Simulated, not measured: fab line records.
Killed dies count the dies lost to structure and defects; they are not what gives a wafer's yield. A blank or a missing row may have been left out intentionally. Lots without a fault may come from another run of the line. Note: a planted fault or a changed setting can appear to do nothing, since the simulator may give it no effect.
Which tool was responsible? | flow n5Finfet | 12 lots, 36 wafers sampled, at 3 steps of a route of 1938

## WHAT THE GAUGES SHOWED, per wafer
N5_FIN_SAQP_OVL_MEAS_17.
lot  | measured    | on         | FIN_CORE_OVL (nm)
L075 | day 2 03:40 | overlay-01 | -0.5 0.9 1.2
L077 | day 2 16:05 | overlay-02 | 0.6 0.4 -0.1
L079 | day 3 03:19 | overlay-02 | -0.3 -1.7 -0.5
L081 | day 3 17:36 | overlay-01 | 0.4 0.1 -0.3
L083 | day 4 04:13 | overlay-02 | -1.2 -1.1 -1.0
L085 | day 4 16:24 | overlay-02 | -0.7 0.0 -0.6
L087 | day 5 04:28 | overlay-01 | 0.9 -0.1 0.8
L089 | day 5 15:38 | overlay-01 | -0.3 -1.1 0.3
L091 | day 6 03:28 | overlay-02 | -0.6 -0.5 0.3
L093 | day 6 15:52 | overlay-01 | 1.7 -1.1 1.0
L095 | day 7 04:40 | overlay-01 | 1.5 0.3 0.6
L097 | day 7 16:28 | overlay-01 | 0.0 0.5 0.2

## EACH LOT AND THE TOOL THAT RAN IT (in order: tool; ch and the chambers of the sampled wafers; start)
lot  | N5_FIN_SAQP_PECVD_47           | N5_FIN_SAQP_HM_DEP_72
L075 | pecvd-02 ch 0,1, day 2 02:55   | pecvd-04 ch 0,1, day 2 03:11
L077 | pecvd-04 ch 1,2, day 2 15:26   | pecvd-02 ch 0,1, day 2 15:43
L079 | pecvd-04 ch 0,1,2, day 3 02:37 | pecvd-01 ch 0,1, day 3 02:49
L081 | pecvd-01 ch 0,1, day 3 16:53   | pecvd-04 ch 1,2, day 3 17:05
L083 | pecvd-04 ch 0,2, day 4 03:31   | pecvd-04 ch 0,2, day 4 03:44
L085 | pecvd-04 ch 0,1,2, day 4 15:41 | pecvd-01 ch 0,1, day 4 15:53
L087 | pecvd-04 ch 0,1,2, day 5 03:46 | pecvd-02 ch 0,2, day 5 03:58
L089 | pecvd-02 ch 0,2, day 5 15:02   | pecvd-01 ch 1,2, day 5 15:15
L091 | pecvd-01 ch 1,2, day 6 02:49   | pecvd-01 ch 1,2, day 6 03:05
L093 | pecvd-01 ch 0,1,2, day 6 15:10 | pecvd-02 ch 1,2, day 6 15:22
L095 | pecvd-02 ch 0,2, day 7 03:59   | pecvd-04 ch 0,2, day 7 04:11
L097 | pecvd-02 ch 1,2, day 7 15:52   | pecvd-01 ch 1,2, day 7 16:04
- N5_FIN_SAQP_PECVD_47: deposits a-Si from SiH4/He, target thk 45 nm, time 36.3 s.
- N5_FIN_SAQP_HM_DEP_72: deposits SiO2 from SiH4/N2O, target thk 12 nm, time 7.2 s.

## THE ANSWER, worked out from the rows above alone
Rule: usual is defined by the lots themselves. The widest of any qualifying gaps counts: lots, ordered by their means at a reading, are off when they make up no more than a third of the lots, leave a main group of 4 or more, and stand apart from it by 3 or more times the standard deviation of that group's means. If all means in a main group match to the digits the tables above print for the reading, that group is not used. A lot without any number at a reading at which 4 lots or more have one is off too. All remaining lots with rows at the step are treated as sound.
Across all readings shown, no lot is off: no conclusion can be drawn from this.

## WHAT WAS PUT IN BY THE SIMULATOR
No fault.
